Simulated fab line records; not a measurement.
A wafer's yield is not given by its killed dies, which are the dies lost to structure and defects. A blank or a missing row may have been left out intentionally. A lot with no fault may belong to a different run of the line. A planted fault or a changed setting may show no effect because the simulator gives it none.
Chamber matching | flow n5Finfet | cvdCo-01 running N5_BEOL_M0_CO_CAP_123: 3 sister chambers
The step material Co, precursor CCTBA/H2, target thk 2 nm, time 102.1 s. 6 wafers are shown with their chamber, then 12 later ones without.

== WAFERS WITH THEIR CHAMBER ==
wafer  | chamber | heaterPowerW (W) | heaterPowerOuterW (W)
L084.3 | 0       | 210              | 110
L086.4 | 1       | 234              | 123
L086.5 | 2       | 228              | 118
L087.2 | 2       | 228              | 118
L087.5 | 1       | 227              | 121
L087.6 | 0       | 214              | 113

== WAFERS WHOSE CHAMBER IS MISSING ==
wafer  | heaterPowerW (W) | heaterPowerOuterW (W)
L089.3 | 231              | 115
L089.4 | 211              | 113
L089.6 | 232              | 120
L090.2 | 229              | 119
L090.4 | 211              | 111
L090.6 | 229              | 117
L091.1 | 232              | 115
L091.3 | 237              | 120
L091.6 | 231              | 116
L095.1 | 229              | 118
L095.3 | 209              | 114
L095.5 | 233              | 120

== THE CHAMBER EACH PASSED THROUGH ==
wafer  | from the rows above     | in truth
L089.3 | 2                       | 2
L089.4 | 0                       | 0
L089.6 | can't be placed: 1 or 2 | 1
L090.2 | can't be placed: 2 or 1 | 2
L090.4 | 0                       | 0
L090.6 | 2                       | 2
L091.1 | 2                       | 2
L091.3 | can't be placed: 1 or 2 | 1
L091.6 | 2                       | 2
L095.1 | 2                       | 2
L095.3 | 0                       | 0
L095.5 | can't be placed: 1 or 2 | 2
8 of 12 placed correctly. From these rows, 4 cannot be placed; in 4 the true chamber is one of the candidates. 0 placed wrongly.
How it was worked out, from the rows above alone: a wafer's distance from a chamber is the root of the sum, over the readings, of the square of ((its reading less the chamber's mean) divided by the reading's scatter). If the next closest chamber is less than 2 further off than the closest, the wafer can't be placed; otherwise it belongs to the closest. Each chamber's mean is taken over the wafers shown for it. The scatter: the root of (the sum of the squares of (reading less its chamber's mean) over the shown wafers, divided by (wafers less chambers)).
